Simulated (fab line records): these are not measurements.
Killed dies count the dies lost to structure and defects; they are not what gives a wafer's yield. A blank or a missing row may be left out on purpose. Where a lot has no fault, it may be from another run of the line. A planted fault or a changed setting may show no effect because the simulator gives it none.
Chamber matching :: flow n5-finfet :: rie-diel-02 running N5_SDB_DESCUM_16: 4 sister chambers
The step chemistry O2, time 7.9 s. 27 wafers are shown with their chamber, then 12 later ones without.

## WAFERS PAIRED WITH THEIR CHAMBERS
wafer: L075.2
chamber: 1
drypump-motor-current-A (A): 5.6
showerhead-plenum-p-Torr (Torr): 2.14
throttle-valve-pct (%): 20.14

wafer: L075.3
chamber: 2
drypump-motor-current-A (A): 5.7
showerhead-plenum-p-Torr (Torr): 2.25
throttle-valve-pct (%): 20.40

wafer: L075.4
chamber: 3
drypump-motor-current-A (A): 4.8
showerhead-plenum-p-Torr (Torr): 2.04
throttle-valve-pct (%): 20.44

wafer: L076.1
chamber: 2
drypump-motor-current-A (A): 5.7
showerhead-plenum-p-Torr (Torr): 2.25
throttle-valve-pct (%): 20.40

wafer: L076.3
chamber: 3
drypump-motor-current-A (A): 4.7
showerhead-plenum-p-Torr (Torr): 2.04
throttle-valve-pct (%): 20.43

wafer: L076.4
chamber: 0
drypump-motor-current-A (A): 5.8
showerhead-plenum-p-Torr (Torr): 2.13
throttle-valve-pct (%): 19.95

wafer: L077.2
chamber: 3
drypump-motor-current-A (A): 4.8
showerhead-plenum-p-Torr (Torr): 2.04
throttle-valve-pct (%): 20.44

wafer: L077.4
chamber: 2
drypump-motor-current-A (A): 5.7
showerhead-plenum-p-Torr (Torr): 2.24
throttle-valve-pct (%): 20.39

wafer: L077.5
chamber: 1
drypump-motor-current-A (A): 5.6
showerhead-plenum-p-Torr (Torr): 2.14
throttle-valve-pct (%): 20.16

wafer: L079.2
chamber: 3
drypump-motor-current-A (A): 4.7
showerhead-plenum-p-Torr (Torr): 2.04
throttle-valve-pct (%): 20.43

wafer: L079.3
chamber: 0
drypump-motor-current-A (A): 5.8
showerhead-plenum-p-Torr (Torr): 2.13
throttle-valve-pct (%): 19.97

wafer: L079.5
chamber: 2
drypump-motor-current-A (A): 5.8
showerhead-plenum-p-Torr (Torr): 2.24
throttle-valve-pct (%): 20.42

wafer: L081.2
chamber: 3
drypump-motor-current-A (A): 4.8
showerhead-plenum-p-Torr (Torr): 2.04
throttle-valve-pct (%): 20.46

wafer: L081.3
chamber: 0
drypump-motor-current-A (A): 5.8
showerhead-plenum-p-Torr (Torr): 2.13
throttle-valve-pct (%): 20.00

wafer: L081.5
chamber: 3
drypump-motor-current-A (A): 4.7
showerhead-plenum-p-Torr (Torr): 2.04
throttle-valve-pct (%): 20.44

wafer: L083.1
chamber: 0
drypump-motor-current-A (A): 5.8
showerhead-plenum-p-Torr (Torr): 2.12
throttle-valve-pct (%): 19.99

wafer: L083.2
chamber: 1
drypump-motor-current-A (A): 5.6
showerhead-plenum-p-Torr (Torr): 2.13
throttle-valve-pct (%): 20.18

wafer: L083.5
chamber: 3
drypump-motor-current-A (A): 4.7
showerhead-plenum-p-Torr (Torr): 2.03
throttle-valve-pct (%): 20.46

wafer: L084.1
chamber: 3
drypump-motor-current-A (A): 4.8
showerhead-plenum-p-Torr (Torr): 2.03
throttle-valve-pct (%): 20.45

wafer: L084.2
chamber: 2
drypump-motor-current-A (A): 5.8
showerhead-plenum-p-Torr (Torr): 2.24
throttle-valve-pct (%): 20.43

wafer: L084.4
chamber: 0
drypump-motor-current-A (A): 5.8
showerhead-plenum-p-Torr (Torr): 2.12
throttle-valve-pct (%): 19.97

wafer: L085.2
chamber: 3
drypump-motor-current-A (A): 4.7
showerhead-plenum-p-Torr (Torr): 2.03
throttle-valve-pct (%): 20.45

wafer: L085.5
chamber: 0
drypump-motor-current-A (A): 5.8
showerhead-plenum-p-Torr (Torr): 2.12
throttle-valve-pct (%): 20.00

wafer: L085.6
chamber: 3
drypump-motor-current-A (A): 4.7
showerhead-plenum-p-Torr (Torr): 2.03
throttle-valve-pct (%): 20.46

wafer: L086.1
chamber: 3
drypump-motor-current-A (A): 4.7
showerhead-plenum-p-Torr (Torr): 2.03
throttle-valve-pct (%): 20.48

wafer: L086.3
chamber: 1
drypump-motor-current-A (A): 5.6
showerhead-plenum-p-Torr (Torr): 2.13
throttle-valve-pct (%): 20.19

wafer: L086.4
chamber: 3
drypump-motor-current-A (A): 4.8
showerhead-plenum-p-Torr (Torr): 2.03
throttle-valve-pct (%): 20.48

SIGNATURES (means of the wafers above)
reading: drypump-motor-current-A
chamber 0: 5.800
chamber 1: 5.600
chamber 2: 5.740
chamber 3: 4.742
scatter within a chamber: 0.0423

reading: showerhead-plenum-p-Torr
chamber 0: 2.1250
chamber 1: 2.1350
chamber 2: 2.2440
chamber 3: 2.0350
scatter within a chamber: 0.0054

reading: throttle-valve-pct
chamber 0: 19.9800
chamber 1: 20.1675
chamber 2: 20.4080
chamber 3: 20.4517
scatter within a chamber: 0.0183
Rule: a wafer's distance from a chamber is the root of the sum, over the readings, of the square of ((its reading less the chamber's mean) divided by the reading's scatter). The wafer belongs to the nearest chamber; if the next one is less than 2 further off, it can't be placed. The scatter is the square root of a quotient: the sum, over the shown wafers, of each reading's squared deviation from its chamber's mean, divided by wafers minus chambers.

## WAFERS WHOSE CHAMBER IS MISSING
wafer: L090.3
drypump-motor-current-A (A): 5.8
showerhead-plenum-p-Torr (Torr): 2.12
throttle-valve-pct (%): 20.01

wafer: L090.5
drypump-motor-current-A (A): 5.8
showerhead-plenum-p-Torr (Torr): 2.12
throttle-valve-pct (%): 19.99

wafer: L090.6
drypump-motor-current-A (A): 4.7
showerhead-plenum-p-Torr (Torr): 2.03
throttle-valve-pct (%): 20.49

wafer: L092.1
drypump-motor-current-A (A): 4.7
showerhead-plenum-p-Torr (Torr): 2.03
throttle-valve-pct (%): 20.49

wafer: L092.3
drypump-motor-current-A (A): 5.6
showerhead-plenum-p-Torr (Torr): 2.13
throttle-valve-pct (%): 20.21

wafer: L092.6
drypump-motor-current-A (A): 5.7
showerhead-plenum-p-Torr (Torr): 2.23
throttle-valve-pct (%): 20.45

wafer: L094.1
drypump-motor-current-A (A): 5.8
showerhead-plenum-p-Torr (Torr): 2.12
throttle-valve-pct (%): 20.01

wafer: L094.2
drypump-motor-current-A (A): 4.7
showerhead-plenum-p-Torr (Torr): 2.02
throttle-valve-pct (%): 20.50

wafer: L094.6
drypump-motor-current-A (A): 5.7
showerhead-plenum-p-Torr (Torr): 2.23
throttle-valve-pct (%): 20.46

wafer: L096.1
drypump-motor-current-A (A): 5.8
showerhead-plenum-p-Torr (Torr): 2.12
throttle-valve-pct (%): 20.05

wafer: L096.2
drypump-motor-current-A (A): 5.6
showerhead-plenum-p-Torr (Torr): 2.12
throttle-valve-pct (%): 20.22

wafer: L096.6
drypump-motor-current-A (A): 5.6
showerhead-plenum-p-Torr (Torr): 2.12
throttle-valve-pct (%): 20.21

## EACH ONE'S CHAMBER
wafer: L090.3
from the rows above: 0
in truth: 0

wafer: L090.5
from the rows above: 0
in truth: 0

wafer: L090.6
from the rows above: 3
in truth: 3

wafer: L092.1
from the rows above: 3
in truth: 3

wafer: L092.3
from the rows above: 1
in truth: 1

wafer: L092.6
from the rows above: 2
in truth: 2

wafer: L094.1
from the rows above: 0
in truth: 0

wafer: L094.2
from the rows above: 3
in truth: 3

wafer: L094.6
from the rows above: 2
in truth: 2

wafer: L096.1
from the rows above: 0
in truth: 0

wafer: L096.2
from the rows above: 1
in truth: 1

wafer: L096.6
from the rows above: 1
in truth: 1
Placed correctly: 12 of 12. Can't be placed from these rows: 0. Wrongly placed: 0.
